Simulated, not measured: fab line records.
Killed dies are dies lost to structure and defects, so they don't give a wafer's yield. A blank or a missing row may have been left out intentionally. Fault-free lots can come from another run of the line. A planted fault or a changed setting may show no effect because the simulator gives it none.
fab line records	flow nand-harc
record: lots: 7	wafers: 19	last-day: 33
route steps=1302 shown A_CHANNEL_HOLE_D2@576
lots that met no fault: from a run of the same line without faults
start-h: hours from the record's opening day to when the first of the lot's shown wafers began	wait-h: time in hours since the lot's previous step	" repeats the value in the row above	L1.1+2: several wafers, shown together as one row	- no value present, or no start provided	* or withheld: withheld	< > ~ a bound
route shown NAME@n: names a module that has steps shown in the file, with the first one's number in the route	usual: average and standard deviation across the fault-free wafers	same: alike in all rows	chamber/n: place in a boat	sites: readings site by site	_std_site: how widely they spread, as a standard deviation	_edge_site: mean of outer sites minus mean of inner sites	radius-mm: how far each site lies from the wafer's centre	mask NAME#n: copy n	behind: tool/chamber where the wafer was last shaped	hold: reason for holding the lot/hours on hold/outcome of the hold	device: whichever transistor did not switch (one of n, p or np)	end of line: the tests these same wafers got at the end of their route	a step with no rows: only its recipe	killed: count of dies lost to structure and defects at first sort (not the wafer's yield)	map: the dies of a wafer, with x for killed, . for not killed, _ for no die there
set.NAME: the setting the step ran with; set.NAME@STEP: the setting that earlier step ran with	model.NAME: the simulator's own value behind a step, which no gauge read
lots seen at some steps along the route; tables by step, rows by wafer
services: the hour from which a tool's chamber was out of use, counted from the record's first day as start-h (under 0 if before that day), plus the number of hours and why
== steps ==
step: NHARC_A_CHANNEL_HOLE_D2_COAT_04
recipe: spin-rpm: 1500	resist-thk-nm: 90
step: NHARC_A_CHANNEL_HOLE_D2_SOFTBAKE_05
recipe: temp-c: 105	time-s: 55
step: NHARC_A_CHANNEL_HOLE_D2_EBR_06
step: NHARC_A_CHANNEL_HOLE_D2_EXPOSE_07
recipe: na: 1.35	target-cd-nm: 100	sigma-outer: 0.3	dose-mj: 59.65	mask-id: HOLE_D2
step: NHARC_A_CHANNEL_HOLE_D2_PEB_08
recipe: peb-temp-c: 100	peb-time-s: 65
step: NHARC_A_CHANNEL_HOLE_D2_DEVELOP_09
recipe: develop-time-s: 35	dev-temp-c: 23
step: NHARC_A_CHANNEL_HOLE_D2_CD_MEAS_10
recipe: target-cd-nm: 100	landing-energy-ev: 500
usual: cd-nm: 100.0/0.41
lot.wafer	tool	chamber	start-h	wait-h	cd-nm
L177.1	cd-sem-01	0	312.12	-	100.5
L177.2	"	0	"	"	100.8
L177.4	"	0	"	"	100.7
L179.1	cd-sem-02	0	329.99	-	99.4
L179.2	"	0	"	"	100.2
L179.5	"	0	"	"	100.2
L189.1	cd-sem-01	0	430.77	-	100.2
L189.5	"	0	"	"	99.8
L189.6	"	0	"	"	100.1
L188.4	cd-sem-03	0	432.82	-	99.4
L188.5	"	0	"	"	99.5
L191.2	cd-sem-03	0	453.86	-	99.6
L191.4	"	0	"	"	100.3
L197.1	cd-sem-01	0	504.44	-	99.7
L197.2	"	0	"	"	99.5
L197.6	"	0	"	"	99.5
L198.2	cd-sem-02	0	534.92	-	99.3
L198.3	"	0	"	"	100.5
L198.6	"	0	"	"	100.0
step: NHARC_A_CHANNEL_HOLE_D2_OVL_MEAS_11
usual: overlay-x-nm: -0.3/0.82	overlay-y-nm: -0.2/0.86
lot.wafer	tool	chamber	start-h	wait-h	overlay-x-nm	overlay-y-nm
L177.1	overlay-01	-	312.21	-	0.5	-1.9
L177.2	"	-	"	"	0.0	-1.9
L177.4	"	-	"	"	0.0	-1.2
L179.1	overlay-02	-	330.08	-	1.9	-1.6
L179.2	"	-	"	"	1.7	-0.6
L179.5	"	-	"	"	1.6	-1.1
L189.1	overlay-01	-	430.86	-	-0.3	0.0
L189.5	"	-	"	"	-0.1	-0.3
L189.6	"	-	"	"	0.8	0.0
L188.4	overlay-02	-	432.90	-	0.6	-0.6
L188.5	"	-	"	"	0.6	-0.7
L191.2	overlay-01	-	453.96	-	0.2	-0.3
L191.4	"	-	"	"	0.7	-0.7
L197.1	overlay-01	-	504.53	-	0.1	1.0
L197.2	"	-	"	"	-0.3	1.0
L197.6	"	-	"	"	-0.8	0.5
L198.2	overlay-01	-	535.01	-	-0.9	-0.1
L198.3	"	-	"	"	-0.5	0.3
L198.6	"	-	"	"	-0.1	0.2
step: NHARC_A_CHANNEL_HOLE_D2_INSPECT_12
usual: raw-defect-count: 26/21
lot.wafer	tool	chamber	start-h	wait-h	raw-defect-count
L177.1	defect-inspect-01	-	312.24	0.0	57
L177.2	"	-	"	"	58
L177.4	"	-	"	"	51
L179.1	defect-inspect-01	-	330.12	0.0	50
L179.2	"	-	"	"	41
L179.5	"	-	"	"	47
L189.1	defect-inspect-02	-	430.90	0.0	57
L189.5	"	-	"	"	65
L189.6	"	-	"	"	61
L188.4	defect-inspect-02	-	432.94	0.0	56
L188.5	"	-	"	"	55
L191.2	defect-inspect-02	-	454.00	0.0	14
L191.4	"	-	"	"	25
L197.1	defect-inspect-01	-	504.57	0.0	8
L197.2	"	-	"	"	9
L197.6	"	-	"	"	6
L198.2	defect-inspect-01	-	535.05	0.0	29
L198.3	"	-	"	"	27
L198.6	"	-	"	"	26
step: NHARC_A_CHANNEL_HOLE_D2_DESCUM_15
recipe: time-s: 3	o2-flow-sccm: 200	ar-flow-sccm: 0	bias-power-w: 0	chemistry: O2
usual: drypump-motor-current-A: 5.8/0.49	oes-product-au: 0.999/0.0073	rf-vpp-V: 57.6/0.86	showerhead-plenum-p-Torr: 1.87/0.059	throttle-valve-pct: 11.310/0.0096
same: time-s: 3
lot.wafer	tool	chamber	start-h	wait-h	drypump-motor-current-A	oes-product-au	rf-hours-counter-h	rf-vpp-V	showerhead-plenum-p-Torr	throttle-valve-pct
L177.1	rie-diel-03	1	312.31	0.1	6.7	1.000	0.9	57.2	1.91	11.308
L177.4	"	2	"	"	5.6	0.989	1.0	58.0	1.80	11.321
L177.2	"	3	"	"	6.0	0.985	1.1	57.9	1.80	11.311
L179.1	rie-diel-04	0	330.18	0.1	6.0	1.000	7.8	58.3	1.82	11.309
L179.2	"	1	"	"	5.7	0.998	7.3	57.1	1.86	11.326
L179.5	"	0	"	"	6.0	0.994	-	57.3	1.82	11.291
L189.1	rie-diel-04	2	430.97	0.1	5.8	1.010	3.7	58.1	1.85	11.308
L189.6	"	0	"	"	6.0	0.995	-	58.0	1.82	11.309
L189.5	"	1	"	"	5.7	0.992	-	55.9	1.85	11.319
L188.4	rie-diel-04	0	432.99	0.1	6.0	0.995	3.9	56.1	1.82	11.313
L188.5	"	0	"	"	5.9	0.981	-	57.6	1.82	11.308
L191.2	rie-diel-04	2	454.06	0.1	5.8	0.995	5.9	58.2	1.85	11.304
L191.4	"	0	"	"	5.9	0.997	5.2	57.8	1.82	11.315
L197.1	rie-diel-12	1	504.63	0.1	6.2	1.005	2.5	59.1	1.95	11.312
L197.2	"	2	"	"	6.5	0.996	3.2	57.7	2.02	11.318
L197.6	"	0	"	"	4.7	1.000	-	57.5	1.89	11.308
L198.2	rie-diel-03	1	535.11	0.1	6.7	1.005	7.6	59.8	1.91	11.309
L198.3	"	2	"	"	5.7	1.004	7.5	57.3	1.80	11.333
L198.6	"	1	"	"	6.7	1.001	-	58.1	1.91	11.311
step: NHARC_A_CHANNEL_HOLE_D2_ETCH_38
recipe: target-depth-a: 390	over-etch-frac: 0.3	time-s: 65	ion-energy-ev: 80	cf4-flow-sccm: 150	ar-flow-sccm: 0	rf-w: 300	bias-w: 100	chemistry: CF4
usual: cf4-flow-sccm: 150.0/0.49	drypump-motor-current-A: 5.9/0.47	oes-product-au: 1.000/0.0074	rf-fwd-power-W: 297.4/1.1	rf-vpp-V: 150.9/1	showerhead-plenum-p-Torr: 1.74/0.053	throttle-valve-pct: 13.283/0.0093
same: time-s: 65
lot.wafer	tool	chamber	start-h	wait-h	cf4-flow-sccm	drypump-motor-current-A	oes-product-au	rf-fwd-power-W	rf-hours-counter-h	rf-vpp-V	showerhead-plenum-p-Torr	throttle-valve-pct
L177.1	rie-diel-03	3	312.39	0.1	150.0	6.0	0.991	297.0	1.1	150.9	1.67	13.283
L177.2	"	1	"	"	150.6	6.7	0.993	296.5	1.0	152.0	1.77	13.296
L177.4	"	2	"	"	150.2	5.7	1.000	298.2	1.0	151.1	1.67	13.281
L179.2	rie-diel-04	0	330.26	0.1	149.6	5.9	1.002	297.4	7.8	149.5	1.69	13.268
L179.1	"	3	"	"	149.9	5.5	0.999	296.0	8.3	149.6	1.70	13.296
L179.5	"	0	"	"	150.0	6.0	1.003	297.6	-	150.6	1.69	13.286
L189.1	rie-diel-04	3	431.05	0.1	150.2	5.5	0.993	297.1	3.5	149.9	1.70	13.289
L189.6	"	2	"	"	149.8	5.8	0.997	297.2	-	150.7	1.71	13.279
L189.5	"	3	"	"	150.2	5.5	0.997	297.5	-	149.8	1.70	13.292
L188.4	rie-diel-04	1	433.08	0.1	150.6	5.8	0.999	297.3	4.2	150.8	1.72	13.283
L188.5	"	1	"	"	150.9	5.7	1.008	299.1	-	149.7	1.72	13.286
L191.2	rie-diel-04	0	454.14	0.1	150.6	6.0	1.001	295.3	5.3	151.2	1.68	13.288
L191.4	"	3	"	"	150.3	5.4	0.996	298.1	5.3	151.0	1.70	13.289
L197.1	rie-diel-12	1	504.71	0.1	149.9	6.2	1.004	296.5	2.6	151.5	1.80	13.288
L197.2	"	2	"	"	150.4	6.5	0.994	298.7	3.2	151.8	1.86	13.301
L197.6	"	1	"	"	150.3	6.2	0.997	297.1	-	151.4	1.80	13.278
L198.3	rie-diel-03	2	535.20	0.1	150.3	5.7	0.999	297.0	7.5	149.7	1.67	13.297
L198.2	"	3	"	"	150.8	6.0	1.010	296.6	5.3	151.8	1.66	13.281
L198.6	"	2	"	"	151.0	5.7	0.993	297.0	-	151.0	1.67	13.286
step: NHARC_A_CHANNEL_HOLE_D2_ETCH_39
recipe: target-depth-a: 2600	over-etch-frac: 0.3	time-s: 325	ion-energy-ev: 200	n2-flow-sccm: 150	h2-flow-sccm: 150	ar-flow-sccm: 0	rf-w: 400	bias-w: 150	chemistry: N2/H2
usual: drypump-motor-current-A: 5.9/0.47	n2-flow-sccm: 149.9/0.41	oes-product-au: 1.000/0.0071	rf-fwd-power-W: 399.3/1.2	rf-vpp-V: 429.4/2	showerhead-plenum-p-Torr: 1.99/0.067	throttle-valve-pct: 14.171/0.009
same: time-s: 325
lot.wafer	tool	chamber	start-h	wait-h	drypump-motor-current-A	n2-flow-sccm	oes-product-au	rf-fwd-power-W	rf-hours-counter-h	rf-vpp-V	showerhead-plenum-p-Torr	throttle-valve-pct
L177.4	rie-diel-03	2	-	-	5.7	150.5	1.002	398.7	1.1	427.8	1.92	14.182
L177.1	"	0	"	"	6.0	149.9	1.004	399.0	1.1	430.6	2.02	14.170
L177.2	"	1	"	"	6.7	149.3	0.996	398.6	1.0	430.3	2.04	14.192
L179.2	rie-diel-04	2	-	-	5.8	149.9	1.009	396.9	7.1	429.0	1.97	14.163
L179.1	"	0	"	"	6.0	149.9	0.990	398.6	7.9	427.3	1.94	14.176
L179.5	"	1	"	"	5.7	150.3	1.001	400.5	-	428.7	1.98	14.171
L189.1	rie-diel-04	1	-	-	5.7	150.4	0.996	399.5	3.5	429.4	1.97	14.167
L189.5	"	0	"	"	6.0	149.7	0.994	400.5	-	426.4	1.93	14.172
L189.6	"	1	"	"	5.7	150.6	0.991	399.9	-	429.3	1.97	14.174
L188.4	rie-diel-04	3	-	-	5.5	149.8	1.005	400.7	4.0	427.8	1.95	14.171
L188.5	"	2	"	"	5.8	149.7	1.005	400.5	-	427.7	1.97	14.171
L191.4	rie-diel-04	2	-	-	5.8	149.9	0.988	397.8	5.9	428.9	1.97	14.162
L191.2	"	0	"	"	6.0	149.6	1.005	400.2	5.3	429.0	1.93	14.180
L197.2	rie-diel-12	3	-	-	5.9	150.3	1.006	398.8	2.8	430.1	2.03	14.164
L197.1	"	0	"	"	4.7	150.0	1.003	399.4	2.2	429.4	2.01	14.163
L197.6	"	2	"	"	6.5	150.0	0.993	398.5	-	434.2	2.16	14.177
L198.3	rie-diel-03	1	-	-	6.7	150.2	1.005	399.2	7.6	431.0	2.03	14.161
L198.2	"	3	"	"	6.0	150.2	0.998	398.0	5.4	427.2	1.91	14.158
L198.6	"	0	"	"	6.0	150.3	1.003	397.7	-	429.1	2.02	14.161
step: NHARC_A_CHANNEL_HOLE_D2_ETCH_34
recipe: target-depth-a: 1540	time-s: 77	cf4-flow-sccm: 100	chf3-flow-sccm: 30	ar-flow-sccm: 0	rf-w: 500	bias-w: 200	chemistry: CF4/CHF3
usual: cf4-flow-sccm: 99.96/0.25	drypump-motor-current-A: 5.9/0.46	oes-product-au: 0.964/0.016	rf-fwd-power-W: 496.1/1.8	rf-vpp-V: 369.6/1.9	showerhead-plenum-p-Torr: 1.54/0.049	throttle-valve-pct: 16.802/0.0084
same: time-s: 77
lot.wafer	tool	chamber	start-h	wait-h	cf4-flow-sccm	drypump-motor-current-A	oes-product-au	rf-fwd-power-W	rf-hours-counter-h	rf-vpp-V	showerhead-plenum-p-Torr	throttle-valve-pct
L177.2	rie-diel-03	3	312.73	-	100.17	6.0	0.979	496.5	1.3	366.4	1.48	16.807
L177.4	"	0	"	"	99.71	6.0	0.960	496.9	1.1	370.4	1.56	16.815
L177.1	"	2	"	"	100.12	5.6	0.970	495.6	1.2	368.9	1.49	16.793
L179.1	rie-diel-04	3	330.62	-	99.56	5.5	0.982	496.7	8.4	368.6	1.51	16.798
L179.2	"	0	"	"	99.95	6.0	0.954	499.3	7.9	367.3	1.50	16.792
L179.5	"	3	"	"	99.68	5.5	0.981	497.6	-	368.1	1.51	16.799
L189.1	rie-diel-04	1	431.40	-	99.90	5.7	0.965	497.4	3.6	368.6	1.53	16.801
L189.5	"	3	"	"	100.02	5.5	0.979	496.7	-	366.6	1.51	16.789
L189.6	"	0	"	"	100.29	6.0	0.892	496.5	-	367.7	1.50	16.808
L188.4	rie-diel-04	2	433.44	-	100.05	5.8	0.896	496.7	4.6	369.0	1.52	16.797
L188.5	"	0	"	"	99.73	6.0	0.955	496.0	-	368.6	1.50	16.797
L191.2	rie-diel-04	2	454.50	-	100.16	5.8	0.946	497.1	6.1	368.2	1.52	16.816
L191.4	"	3	"	"	99.84	5.5	0.879	494.5	5.5	367.7	1.51	16.804
L197.1	rie-diel-12	0	505.06	-	100.08	4.7	0.926	498.2	2.2	367.8	1.56	16.808
L197.2	"	2	"	"	99.63	6.5	0.921	493.3	3.4	373.5	1.66	16.804
L197.6	"	0	"	"	100.16	4.7	0.923	498.7	-	369.9	1.56	16.799
L198.3	rie-diel-03	2	535.55	-	99.83	5.6	0.947	498.1	7.7	367.9	1.48	16.815
L198.2	"	3	"	"	99.48	6.0	0.968	495.6	5.4	367.1	1.48	16.822
L198.6	"	1	"	"	99.99	6.8	0.954	495.1	-	371.0	1.57	16.783
step: NHARC_A_CHANNEL_HOLE_D2_ETCH_16
recipe: target-depth-a: 31000	over-etch-frac: 0.3	time-s: 806	ion-energy-ev: 150	o2-flow-sccm: 400	cos-flow-sccm: 20	ar-flow-sccm: 0	rf-w: 500	bias-w: 300	chemistry: O2/COS
usual: drypump-motor-current-A: 5.9/0.47	oes-product-au: 0.998/0.0073	rf-fwd-power-W: 499.5/1.7	rf-vpp-V: 313.2/1.6	showerhead-plenum-p-Torr: 3.06/0.095	throttle-valve-pct: 28.329/0.0091
same: time-s: 806
lot.wafer	tool	chamber	start-h	wait-h	drypump-motor-current-A	oes-product-au	rf-fwd-power-W	rf-hours-counter-h	rf-vpp-V	showerhead-plenum-p-Torr	throttle-valve-pct
L177.2	rie-diel-03	0	-	-	5.9	1.006	501.8	1.3	313.7	3.10	28.320
L177.4	"	1	"	"	6.7	0.996	500.7	1.2	314.9	3.12	28.325
L177.1	"	3	"	"	6.0	0.987	504.2	1.4	310.5	2.94	28.340
L179.1	rie-diel-04	1	-	-	5.7	0.998	499.4	7.7	312.8	3.03	28.339
L179.2	"	2	"	"	5.8	1.006	499.7	7.4	312.4	3.03	28.330
L179.5	"	0	"	"	6.0	0.991	504.5	-	312.2	2.97	28.328
L189.1	rie-diel-04	1	-	-	5.7	0.991	500.2	3.8	311.5	3.03	28.333
L189.6	"	1	"	"	5.7	0.996	498.8	-	313.1	3.03	28.328
L189.5	"	2	"	"	5.8	0.992	497.9	-	312.8	3.03	28.344
L188.4	rie-diel-04	3	-	-	5.4	0.998	499.0	4.3	311.7	2.99	28.319
L188.5	"	1	"	"	5.7	0.990	503.2	-	314.0	3.03	28.325
L191.4	rie-diel-04	1	-	-	5.7	0.979	501.0	6.1	312.9	3.03	28.326
L191.2	"	3	"	"	5.5	0.987	499.6	5.6	312.4	2.99	28.337
L197.1	rie-diel-12	3	-	-	5.9	0.992	498.8	3.1	313.1	3.11	28.321
L197.2	"	0	"	"	4.7	0.988	498.8	2.4	314.5	3.09	28.329
L197.6	"	2	"	"	6.5	0.993	500.7	-	315.6	3.29	28.336
L198.2	rie-diel-03	0	-	-	6.0	1.003	501.0	5.7	315.1	3.09	28.318
L198.3	"	1	"	"	6.7	1.003	496.9	7.9	313.1	3.11	28.320
L198.6	"	3	"	"	6.0	0.998	499.6	-	312.6	2.93	28.337
== services ==
tool	chamber	start-h	hours	kind
rie-diel-04	2	301.21	8.1	repair
rie-diel-12	-	303.82	0.9	repair
rie-diel-04	0	309.40	-	clean
rie-diel-04	1	309.40	-	clean
rie-diel-04	2	309.40	-	clean
rie-diel-04	3	309.40	-	clean
rie-diel-03	1	321.44	3.8	repair
rie-diel-04	0	333.90	-	clean
rie-diel-04	1	333.90	-	clean
rie-diel-04	2	333.90	-	clean
rie-diel-04	3	333.90	-	clean
rie-diel-04	-	354.90	9.0	pm
rie-diel-04	0	354.90	9.0	vent-cycle
rie-diel-04	1	354.90	9.0	vent-cycle
rie-diel-04	2	354.90	9.0	vent-cycle
rie-diel-04	3	354.90	9.0	vent-cycle
rie-diel-04	0	369.04	4.1	repair
rie-diel-12	0	369.16	12.1	repair
rie-diel-04	3	402.90	2.8	repair
rie-diel-12	-	445.40	9.0	pm
rie-diel-03	-	458.30	9.0	pm
rie-diel-12	1	528.96	4.9	repair
rie-diel-04	1	530.65	3.1	repair
rie-diel-04	-	531.90	9.0	pm
== key ==
first-sign: step: NHARC_A_CHANNEL_HOLE_D2_ETCH_34	reading: oes-product-au	direction: down	sigmas: 4.8	usual: 0.964	struck: 0.889
effect none on later readings
met-at NHARC_A_CHANNEL_HOLE_D2_ETCH_34
struck-wafers L188.4,L189.6,L191.4
later-rows-left-out L191.4
sort-left-out L188.4,L189.6,L191.4
tester-left-out L188,L189,L191
onset-between 330.62 431.40
fault: kind: process-parameter-drift	tool: rie-diel-04	chamber: -	onset-h: 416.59	steps: NHARC_A_CHANNEL_HOLE_D2_ETCH_34	channel: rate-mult	offset: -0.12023	shape: step	end-h: 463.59	scope: struck-wafers-only
tester-left-out: of these lots the tester's yield and bins aren't shown, on N5 and GAA mostly nor the transistor test; their killed dies are dies lost to structure and defects alone, not to doping, threshold or leakage, so they don't give the yield
sort-left-out: the simulated sort isn't trusted on such a fault, so these wafers' sort isn't shown, and their yield isn't known
later-rows-left-out: the simulator's readings of these wafers behind a module that went badly wrong aren't trusted and aren't shown, but for the sort
